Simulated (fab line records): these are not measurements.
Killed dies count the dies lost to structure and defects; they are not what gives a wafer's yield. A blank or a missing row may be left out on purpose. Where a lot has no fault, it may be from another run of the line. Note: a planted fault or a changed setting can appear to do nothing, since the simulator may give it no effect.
fab line records + flow nand_harc
record
- lots=12
- wafers=36
- last_day=33
route steps=1302 shown A_ONON_D1@444 A_CHANNEL_HOLE_D1@464 END@1302
lots with no fault: from the same line, run without faults
start_h: hours from the record's opening day to when the first of the lot's shown wafers began + wait_h: hours from the lot's prior step to this one + " repeats the value in the row above + L1.1+2: several wafers, shown together as one row + - no value, or no start was given + * or withheld: withheld + < > ~ a bound
route shown NAME@n: NAME is a module with steps in the file, n the number in the route of the first one + usual: mean and standard deviation over wafers with no fault + same: alike in all rows + chamber/n: place in a boat + sites: per-site readings + _std_site: the standard deviation of these + _edge_site: the outer-site mean with the inner-site mean subtracted + radius_mm: how far each site lies from the wafer's centre + mask NAME#n: copy n + behind: the tool/chamber that last shaped the wafer + hold: cause of the lot's hold/its duration in hours/its outcome + device: the transistor (n, p or np) that didn't switch + end of line: the same wafers' tests at the end of the route + for a step that has no rows: nothing shown but its recipe + killed: the dies lost at the first sort to structure and to defects; this is not the yield of the wafer + map: shows each die of a wafer: x if killed, . if not, _ if none is there
set.NAME: the run value of the setting; set.NAME@STEP: its run value at that earlier step + model.NAME: the simulator's own value behind a step, which no gauge read
the route's steps for a sample of lots (tables are steps, rows are wafers)
services: a tool's chamber out of use, with start hour (start_h, from the record's first day; less than 0 if before it), hours out, and reason
## steps
# step NHARC_A_ONON_D1_DEP_28
# recipe
- target_thk_a=10000
- n2_flow_sccm=2750
- n2o_flow_sccm=2000
- nh3_flow_sccm=500
- sih4_flow_sccm=210
- temp_c=400
| lot.wafer  | tool          | chamber | start_h | wait_h |
|------------|---------------|---------|---------|--------|
| L214.2+3+5 | pecvd_onon-03 | 0       | 179.99  | 0.1    |
| L213.2+3+4 | pecvd_onon-02 | 0       | 180.00  | 0.1    |
| L215.1+5+6 | pecvd_onon-03 | 0       | 192.03  | 0.1    |
| L216.1+5+6 | pecvd_onon-03 | 0       | 217.09  | 0.1    |
| L218.2+4+5 | pecvd_onon-04 | 0       | 230.06  | 0.1    |
| L222.1+2+6 | pecvd_onon-02 | 0       | 271.42  | 0.1    |
| L225.1+2+5 | pecvd_onon-02 | 0       | 287.42  | 0.1    |
| L229.1+3+4 | pecvd_onon-04 | 0       | 327.75  | 0.1    |
| L230.1+3+5 | pecvd_onon-04 | 0       | 352.77  | 0.1    |
| L233.1+4+5 | pecvd_onon-03 | 0       | 381.78  | 0.1    |
| L235.1+2+3 | pecvd_onon-02 | 0       | 394.92  | 0.1    |
| L236.1+5+6 | pecvd_onon-03 | 0       | 399.29  | 0.1    |
# step NHARC_A_ONON_D1_THK_MEAS_30
# recipe
- thk_meas_gauge=ellipsometry
# usual
- thk_nm=1001/7.5
| lot.wafer | tool          | chamber | start_h | wait_h | thk_nm |
|-----------|---------------|---------|---------|--------|--------|
| L214.2    | film_metro-01 | -       | 180.44  | -      | 1005   |
| L214.3    | "             | -       | "       | "      | 1003   |
| L214.5    | "             | -       | "       | "      | 1002   |
| L213.2    | film_metro-02 | -       | 180.45  | -      | 1000   |
| L213.3    | "             | -       | "       | "      | 1000   |
| L213.4    | "             | -       | "       | "      | 999    |
| L215.1    | film_metro-02 | -       | 192.54  | -      | 1014   |
| L215.5    | "             | -       | "       | "      | 1013   |
| L215.6    | "             | -       | "       | "      | 1012   |
| L216.1    | film_metro-01 | -       | 217.60  | -      | 1006   |
| L216.5    | "             | -       | "       | "      | 1006   |
| L216.6    | "             | -       | "       | "      | 1005   |
| L218.2    | film_metro-01 | -       | 230.52  | -      | 1012   |
| L218.4    | "             | -       | "       | "      | 1013   |
| L218.5    | "             | -       | "       | "      | 1013   |
| L222.1    | film_metro-01 | -       | 271.93  | -      | 995    |
| L222.2    | "             | -       | "       | "      | 994    |
| L222.6    | "             | -       | "       | "      | 995    |
| L225.1    | film_metro-02 | -       | 287.93  | -      | 1007   |
| L225.2    | "             | -       | "       | "      | 1009   |
| L225.5    | "             | -       | "       | "      | 1009   |
| L229.1    | film_metro-02 | -       | 328.26  | -      | 1566   |
| L229.3    | "             | -       | "       | "      | 1564   |
| L229.4    | "             | -       | "       | "      | 1566   |
| L230.1    | film_metro-02 | -       | 353.27  | -      | 1557   |
| L230.3    | "             | -       | "       | "      | 1555   |
| L230.5    | "             | -       | "       | "      | 1557   |
| L233.1    | film_metro-01 | -       | 382.29  | -      | 994    |
| L233.4    | "             | -       | "       | "      | 993    |
| L233.5    | "             | -       | "       | "      | 990    |
| L235.1    | film_metro-01 | -       | 395.44  | -      | 1011   |
| L235.2    | "             | -       | "       | "      | 1011   |
| L235.3    | "             | -       | "       | "      | 1011   |
| L236.1    | film_metro-02 | -       | 399.80  | -      | 1006   |
| L236.5    | "             | -       | "       | "      | 1007   |
| L236.6    | "             | -       | "       | "      | 1008   |
# step NHARC_A_CHANNEL_HOLE_D1_INSPECT_12
# usual
- raw_defect_count=5.5/2.6
| lot.wafer | tool              | chamber | start_h | wait_h | raw_defect_count |
|-----------|-------------------|---------|---------|--------|------------------|
| L214.2    | defect_inspect-02 | -       | 187.22  | 0.0    | 3                |
| L214.3    | "                 | -       | "       | "      | 3                |
| L214.5    | "                 | -       | "       | "      | 0                |
| L213.2    | defect_inspect-02 | -       | 187.52  | 0.0    | 4                |
| L213.3    | "                 | -       | "       | "      | 0                |
| L213.4    | "                 | -       | "       | "      | 4                |
| L215.1    | defect_inspect-01 | -       | 199.03  | 0.0    | 6                |
| L215.5    | "                 | -       | "       | "      | 8                |
| L215.6    | "                 | -       | "       | "      | 5                |
| L216.1    | defect_inspect-02 | -       | 221.41  | 0.0    | 10               |
| L216.5    | "                 | -       | "       | "      | 8                |
| L216.6    | "                 | -       | "       | "      | 9                |
| L218.2    | defect_inspect-02 | -       | 234.29  | 0.0    | 6                |
| L218.4    | "                 | -       | "       | "      | 5                |
| L218.5    | "                 | -       | "       | "      | 9                |
| L222.1    | defect_inspect-01 | -       | 275.23  | 0.0    | 8                |
| L222.2    | "                 | -       | "       | "      | 4                |
| L222.6    | "                 | -       | "       | "      | 4                |
| L225.1    | defect_inspect-02 | -       | 293.49  | 0.0    | 5                |
| L225.2    | "                 | -       | "       | "      | 0                |
| L225.5    | "                 | -       | "       | "      | 5                |
| L233.1    | defect_inspect-02 | -       | 391.51  | 0.0    | 4                |
| L233.4    | "                 | -       | "       | "      | 3                |
| L233.5    | "                 | -       | "       | "      | 6                |
| L235.1    | defect_inspect-02 | -       | 400.62  | 0.0    | 2                |
| L235.2    | "                 | -       | "       | "      | 4                |
| L235.3    | "                 | -       | "       | "      | 6                |
| L236.1    | defect_inspect-02 | -       | 405.15  | 0.0    | 9                |
| L236.5    | "                 | -       | "       | "      | 4                |
| L236.6    | "                 | -       | "       | "      | 1                |
# step NHARC_A_CHANNEL_HOLE_D1_ETCH_39
# recipe
- target_depth_a=2600
- over_etch_frac=0.3
- time_s=325
- ion_energy_ev=200
- n2_flow_sccm=150
- h2_flow_sccm=150
- ar_flow_sccm=0
- rf_w=400
- bias_w=150
- chemistry=N2/H2
# usual
- chamber_pressure_mTorr=29.998/0.022
- drypump_motor_current_A=5.8/0.48
- oes_product_au=1.003/0.015
- rf_vpp_V=431.2/1.6
- showerhead_plenum_p_Torr=2.06/0.048
- throttle_valve_pct=14.172/0.0091
| lot.wafer | tool        | chamber | start_h | wait_h | chamber_pressure_mTorr | drypump_motor_current_A | oes_product_au | rf_hours_counter_h | rf_vpp_V | showerhead_plenum_p_Torr | throttle_valve_pct |
|-----------|-------------|---------|---------|--------|------------------------|-------------------------|----------------|--------------------|----------|--------------------------|--------------------|
| L214.3    | rie_diel-07 | 2       | -       | -      | 30.050                 | 6.6                     | 0.986          | 5                  | 432.2    | 2.06                     | 14.175             |
| L214.2    | "           | 0       | "       | "      | 29.996                 | 5.5                     | 1.015          | 5                  | 430.0    | 2.11                     | 14.170             |
| L214.5    | "           | 2       | "       | "      | 29.992                 | 6.6                     | 0.996          | -                  | 432.1    | 2.06                     | 14.188             |
| L213.4    | rie_diel-09 | 3       | -       | -      | 29.989                 | 6.6                     | 1.009          | 12                 | 432.8    | 2.14                     | 14.161             |
| L213.3    | "           | 0       | "       | "      | 29.978                 | 5.3                     | 1.012          | 12                 | 432.0    | 2.06                     | 14.181             |
| L213.2    | "           | 1       | "       | "      | 30.052                 | 5.5                     | 1.004          | 15                 | 434.0    | 2.15                     | 14.176             |
| L215.1    | rie_diel-12 | 1       | -       | -      | 29.999                 | 6.1                     | 1.004          | 21                 | 430.1    | 2.01                     | 14.165             |
| L215.6    | "           | 3       | "       | "      | 29.991                 | 5.4                     | 0.984          | -                  | 430.9    | 2.03                     | 14.162             |
| L215.5    | "           | 0       | "       | "      | 30.000                 | 6.8                     | 0.997          | -                  | 428.3    | 1.93                     | 14.181             |
| L216.1    | rie_diel-07 | 2       | -       | -      | 30.013                 | 6.6                     | 1.002          | 7                  | 430.8    | 2.06                     | 14.175             |
| L216.5    | "           | 0       | "       | "      | 30.017                 | 5.5                     | 1.007          | -                  | 431.9    | 2.11                     | 14.175             |
| L216.6    | "           | 1       | "       | "      | 30.007                 | 5.4                     | 0.993          | -                  | 432.2    | 2.07                     | 14.186             |
| L218.4    | rie_diel-12 | 0       | -       | -      | 30.020                 | 6.7                     | 1.003          | 31                 | 426.5    | 1.93                     | 14.185             |
| L218.2    | "           | 1       | "       | "      | 29.995                 | 6.1                     | 1.008          | 29                 | 428.8    | 2.01                     | 14.168             |
| L218.5    | "           | 0       | "       | "      | 30.000                 | 6.7                     | 1.013          | -                  | 425.5    | 1.93                     | 14.175             |
| L222.1    | rie_diel-07 | 0       | -       | -      | 30.037                 | 5.5                     | 0.999          | 12                 | 432.8    | 2.10                     | 14.185             |
| L222.2    | "           | 1       | "       | "      | 30.007                 | 5.4                     | 0.994          | 13                 | 430.2    | 2.07                     | 14.153             |
| L222.6    | "           | 3       | "       | "      | 30.013                 | 5.9                     | 0.978          | -                  | 431.2    | 2.07                     | 14.161             |
| L225.2    | rie_diel-12 | 1       | -       | -      | 30.009                 | 6.2                     | 1.008          | 3                  | 429.7    | 2.00                     | 14.166             |
| L225.1    | "           | 0       | "       | "      | 29.968                 | 6.8                     | 1.002          | 3                  | 428.1    | 1.92                     | 14.171             |
| L225.5    | "           | 2       | "       | "      | 29.992                 | 5.9                     | 1.033          | -                  | 428.7    | 2.01                     | 14.169             |
| L233.1    | rie_diel-12 | 3       | -       | -      | 29.990                 | 5.4                     | 0.997          | 44                 | 427.9    | 2.01                     | 14.175             |
| L233.4    | "           | 0       | "       | "      | 30.004                 | 6.7                     | 1.003          | 39                 | 426.8    | 1.91                     | 14.168             |
| L233.5    | "           | 2       | "       | "      | 29.997                 | 5.8                     | 1.023          | -                  | 429.9    | 2.00                     | 14.181             |
| L235.3    | rie_diel-07 | 1       | -       | -      | 29.971                 | 5.4                     | 1.030          | 7                  | 431.1    | 2.07                     | 14.163             |
| L235.1    | "           | 3       | "       | "      | 30.006                 | 5.9                     | 0.988          | 7                  | 432.5    | 2.07                     | 14.162             |
| L235.2    | "           | 0       | "       | "      | 30.009                 | 5.6                     | 1.022          | 7                  | 432.9    | 2.10                     | 14.158             |
| L236.1    | rie_diel-07 | 0       | -       | -      | 29.986                 | 5.6                     | 1.021          | 7                  | 432.2    | 2.10                     | 14.167             |
| L236.6    | "           | 0       | "       | "      | 30.002                 | 5.6                     | 1.014          | -                  | 431.6    | 2.10                     | 14.158             |
| L236.5    | "           | 1       | "       | "      | 29.970                 | 5.4                     | 1.016          | -                  | 431.4    | 2.06                     | 14.174             |
# step NHARC_A_CHANNEL_HOLE_D1_ETCH_19
# recipe
- bias_v=1200
- source_w=2500
- pressure_mtorr=15
- time_s=34.5
- ar_flow_sccm=375
- c4f8_flow_sccm=28.8
- o2_flow_sccm=96.2
- temp_c=-20
- target_depth_a=*
- chemistry=C4F8/O2/Ar
# usual
- chamber_pressure_mTorr=15.000/0.014
- drypump_motor_current_A=5.6/0.58
- he_backside_leak_sccm=5.9/0.65
- o2_flow_sccm=96.2/0.34
- showerhead_plenum_p_Torr=3.749/0.026
- throttle_valve_pct=37.038/0.0097
| lot.wafer | tool        | chamber | start_h | wait_h | chamber_pressure_mTorr | drypump_motor_current_A | he_backside_leak_sccm | o2_flow_sccm | rf_hours_counter_h | showerhead_plenum_p_Torr | throttle_valve_pct |
|-----------|-------------|---------|---------|--------|------------------------|-------------------------|-----------------------|--------------|--------------------|--------------------------|--------------------|
| L214.2    | har_etch-02 | 0       | 188.67  | 0.3    | 15.007                 | 6.4                     | 5.9                   | 96.1         | 301                | 3.809                    | 37.038             |
| L214.3    | "           | 0       | "       | "      | 15.020                 | 6.4                     | 5.5                   | 96.4         | -                  | 3.809                    | 37.041             |
| L214.5    | "           | 0       | "       | "      | 15.017                 | 6.4                     | 5.6                   | 95.9         | -                  | 3.808                    | 37.036             |
| L213.2    | har_etch-01 | 0       | 191.02  | 2.2    | 14.984                 | 5.6                     | 6.6                   | 96.3         | 88                 | 3.779                    | 37.037             |
| L213.3    | "           | 0       | "       | "      | 15.003                 | 5.6                     | 6.2                   | 95.8         | -                  | 3.779                    | 37.036             |
| L213.4    | "           | 1       | "       | "      | 15.005                 | 5.7                     | 5.6                   | 95.7         | -                  | 3.778                    | 37.036             |
| L215.1    | har_etch-01 | 1       | 200.29  | 0.1    | 15.007                 | 5.7                     | 4.8                   | 95.8         | 92                 | 3.777                    | 37.037             |
| L215.5    | "           | 0       | "       | "      | 15.016                 | 5.7                     | 6.3                   | 96.0         | -                  | 3.776                    | 37.036             |
| L215.6    | "           | 1       | "       | "      | 14.992                 | 5.7                     | 5.2                   | 96.0         | -                  | 3.776                    | 37.046             |
| L216.1    | har_etch-02 | 0       | 223.25  | 0.6    | 14.987                 | 6.4                     | 5.5                   | 96.2         | 321                | 3.797                    | 37.031             |
| L216.5    | "           | 0       | "       | "      | 15.000                 | 6.4                     | 5.6                   | 96.3         | -                  | 3.798                    | 37.046             |
| L216.6    | "           | 1       | "       | "      | 14.999                 | 4.8                     | 5.9                   | 96.3         | -                  | 3.761                    | 37.027             |
| L218.2    | har_etch-01 | 1       | 235.53  | 0.1    | 15.002                 | 5.7                     | 4.8                   | 96.1         | 111                | 3.765                    | 37.044             |
| L218.4    | "           | 0       | "       | "      | 15.019                 | 5.7                     | 6.3                   | 96.2         | -                  | 3.765                    | 37.032             |
| L218.5    | "           | 1       | "       | "      | 14.988                 | 5.7                     | 5.3                   | 96.5         | -                  | 3.765                    | 37.017             |
| L222.1    | har_etch-02 | 1       | 276.48  | 0.1    | 14.997                 | 4.8                     | 6.1                   | 96.3         | 347                | 3.746                    | 37.030             |
| L222.2    | "           | 1       | "       | "      | 15.000                 | 4.8                     | 6.4                   | 96.0         | -                  | 3.746                    | 37.037             |
| L222.6    | "           | 1       | "       | "      | 15.026                 | 4.8                     | 6.1                   | 96.4         | -                  | 3.746                    | 37.027             |
| L225.1    | har_etch-02 | 1       | 296.89  | 1.9    | 15.012                 | 4.8                     | 6.0                   | 97.1         | 366                | 3.735                    | 37.028             |
| L225.2    | "           | 0       | "       | "      | 15.013                 | 6.4                     | 6.4                   | 96.4         | 351                | 3.780                    | 37.042             |
| L225.5    | "           | 1       | "       | "      | 14.995                 | 4.8                     | 6.2                   | 96.5         | -                  | 3.735                    | 37.045             |
| L233.1    | har_etch-02 | 1       | 397.80  | 5.1    | 15.000                 | 4.8                     | 5.0                   | 96.1         | 4                  | 3.706                    | 37.028             |
| L233.4    | "           | 0       | "       | "      | 15.019                 | 6.4                     | 5.1                   | 96.6         | -                  | 3.752                    | 37.035             |
| L233.5    | "           | 0       | "       | "      | 14.981                 | 6.4                     | 5.0                   | 96.4         | -                  | 3.752                    | 37.047             |
| L235.2    | har_etch-02 | 1       | 406.10  | 3.8    | 14.996                 | 4.8                     | 5.5                   | 95.9         | 11                 | 3.703                    | 37.030             |
| L235.1    | "           | 0       | "       | "      | 14.986                 | 6.4                     | 4.9                   | 96.0         | 11                 | 3.747                    | 37.019             |
| L235.3    | "           | 0       | "       | "      | 15.016                 | 6.4                     | 4.9                   | 96.0         | -                  | 3.748                    | 37.036             |
| L236.1    | har_etch-02 | 0       | 410.27  | 3.9    | 14.989                 | 6.4                     | 4.9                   | 96.5         | 15                 | 3.745                    | 37.055             |
| L236.5    | "           | 0       | "       | "      | 14.971                 | 6.4                     | 5.0                   | 96.5         | -                  | 3.745                    | 37.040             |
| L236.6    | "           | 1       | "       | "      | 15.018                 | 4.8                     | 5.4                   | 96.0         | -                  | 3.700                    | 37.025             |
# step NHARC_END_SORT_01
# recipe
- temp_c=25
# usual
- killed_at_array=59/21
- killed_at_other=1.0/1.1
- killed_at_periphery=4.0/2.6
- killed_dies=64/21
- killed_open=3.2/1.7
- killed_short=2.5/1.5
# same
- gross_dies=677
| lot.wafer | tool      | chamber | start_h | wait_h | killed_at_array | killed_at_other | killed_at_periphery | killed_dies | killed_open | killed_short |
|-----------|-----------|---------|---------|--------|-----------------|-----------------|---------------------|-------------|-------------|--------------|
| L229.1    | prober-02 | 0       | 705.66  | 2.5    | 674             | 0               | 3                   | 677         | 3           | 0            |
| L229.3    | prober-02 | 0       | 707.29  | 3.1    | 670             | 1               | 6                   | 677         | 3           | 1            |
| L229.4    | prober-02 | 0       | 708.10  | 3.4    | 671             | 1               | 5                   | 677         | 2           | 2            |
| L230.1    | prober-01 | 0       | 764.43  | 2.5    | 669             | 3               | 5                   | 677         | 4           | 4            |
| L230.3    | prober-01 | 0       | 766.01  | 3.1    | 676             | 1               | 0                   | 677         | 4           | 1            |
| L230.5    | prober-01 | 0       | 767.60  | 3.7    | 669             | 0               | 8                   | 677         | 0           | 1            |
# killed by level:class
L229.1 A_ONON_D1:area_dep=629 A_CHANNEL_HOLE_D1:chamber_film_flake=28 A_STAIRCASE:chamber_film_flake=6 P_STI:chamber_film_flake=2 A_SLIT:chamber_film_flake=2 A_CONTACT:chamber_film_flake=2 A_CHANNEL_FILL_D1:geometric_particle:open=1 A_CHANNEL_FILL_D2:geometric_particle:open=1
L229.3 A_ONON_D1:area_dep=617 A_CHANNEL_HOLE_D1:chamber_film_flake=25 A_CONTACT:chamber_film_flake=11 A_STAIRCASE:chamber_film_flake=4 P_GATE:chamber_film_flake=3 A_SLIT:chamber_film_flake=3 P_STI:chamber_film_flake=2 A_DECK1_JOINT:chamber_film_flake=2
L229.4 A_ONON_D1:area_dep=611 A_CHANNEL_HOLE_D1:chamber_film_flake=39 A_CONTACT:chamber_film_flake=9 A_SLIT:chamber_film_flake=3 P_STI:chamber_film_flake=2 P_GATE:chamber_film_flake=2 A_WL_FILL:chamber_film_flake=2 A_M1:chamber_film_flake=2
L230.1 A_ONON_D1:area_dep=559 A_CHANNEL_HOLE_D1:chamber_film_flake=35 A_SLIT:chamber_film_flake=29 A_CHANNEL_HOLE_D2:chamber_film_flake=28 A_CONTACT:chamber_film_flake=7 THIN_TSV:chamber_film_flake=3 P_GATE:chamber_film_flake=2 P_CONTACT:geometric_particle:short=1
L230.3 A_ONON_D1:area_dep=579 A_SLIT:chamber_film_flake=34 A_CHANNEL_HOLE_D1:chamber_film_flake=28 A_CHANNEL_HOLE_D2:chamber_film_flake=22 A_CONTACT:chamber_film_flake=3 A_M0:geometric_particle:open=2 A_CHANNEL_FILL_D2:chamber_film_flake=2 A_STAIRCASE:chamber_film_flake=2
L230.5 A_ONON_D1:area_dep=581 A_SLIT:chamber_film_flake=31 A_CHANNEL_HOLE_D1:chamber_film_flake=27 A_CHANNEL_HOLE_D2:chamber_film_flake=20 A_CONTACT:chamber_film_flake=4 P_STI:chamber_film_flake=3 P_GATE:chamber_film_flake=3 A_STAIRCASE:chamber_film_flake=2
## services
| tool          | chamber | start_h | hours | kind                          |
|---------------|---------|---------|-------|-------------------------------|
| pecvd_onon-02 | -       | 185.20  | 13.0  | pm                            |
| rie_diel-09   | 1       | 198.29  | 6.4   | repair                        |
| pecvd_onon-03 | -       | 227.04  | 13.0  | pm                            |
| rie_diel-07   | 3       | 242.33  | 4.4   | repair                        |
| rie_diel-09   | 1       | 263.44  | 2.9   | repair                        |
| rie_diel-12   | -       | 272.16  | 9.0   | pm                            |
| har_etch-02   | 0       | 273.73  | -     | consumable_replace:focus_ring |
| har_etch-02   | 0       | 273.73  | 17.0  | scheduled_down                |
| har_etch-02   | 0       | 273.73  | 17.0  | vent_cycle                    |
| rie_diel-07   | -       | 294.26  | 9.0   | pm                            |
| pecvd_onon-04 | -       | 311.05  | 13.0  | pm                            |
| rie_diel-09   | 1       | 319.43  | 1.2   | repair                        |
| rie_diel-09   | -       | 320.19  | 9.0   | pm                            |
| rie_diel-07   | 2       | 333.61  | 8.0   | repair                        |
| rie_diel-07   | -       | 342.37  | 0.6   | repair                        |
| rie_diel-12   | 0       | 343.12  | 11.2  | repair                        |
| rie_diel-09   | -       | 351.97  | 4.2   | repair                        |
| rie_diel-07   | -       | 361.37  | 0.7   | repair                        |
| pecvd_onon-02 | -       | 366.20  | 13.0  | pm                            |
| har_etch-02   | -       | 377.00  | 17.0  | pm                            |
| har_etch-02   | 0       | 377.00  | 17.0  | vent_cycle                    |
| har_etch-02   | 1       | 377.00  | 17.0  | vent_cycle                    |
| rie_diel-12   | 3       | 397.22  | 12.4  | repair                        |
| pecvd_onon-03 | -       | 408.04  | 13.0  | pm                            |
## key
first_sign
- step=NHARC_A_ONON_D1_THK_MEAS_30
- reading=thk_nm
- direction=up
- sigmas=74
- usual=1001
- struck=1561
effect
- step=NHARC_END_SORT_01
- reading=killed_at_array
- direction=up
- sigmas=29
- usual=59
- struck=672
more_kills_born_at
- NHARC_A_ONON_D1_DEP_28@pecvd_onon-04=3576
met_at NHARC_A_ONON_D1_DEP_28
struck_lots L229,L230
struck_wafers L229.1,L229.3,L229.4,L230.1,L230.3,L230.5
later_rows_left_out L229.1,L229.3,L229.4,L230.1,L230.3,L230.5
tester_left_out L229,L230
not_acting_at NHARC_A_CHANNEL_HOLE_D1_INSPECT_12,NHARC_A_CHANNEL_HOLE_D1_ETCH_39,NHARC_A_CHANNEL_HOLE_D1_ETCH_19
onset_between 230.06 327.75
fault
- kind=process_parameter_drift
- tool=pecvd_onon-04
- chamber=0
- onset_h=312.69
- steps=NHARC_A_ONON_D1_DEP_28
- channel=target_thk_a
- offset=*
- shape=step
- end_h=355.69
- acts_in=*
- stated=*
# tester_left_out: of these lots the tester's yield and bins aren't shown, on N5 and GAA mostly nor the transistor test; their killed dies are dies lost to structure and defects alone, not to doping, threshold or leakage, so they don't give the yield
# later_rows_left_out: the simulator's readings of these wafers behind a module that went badly wrong aren't trusted and aren't shown, but for the sort
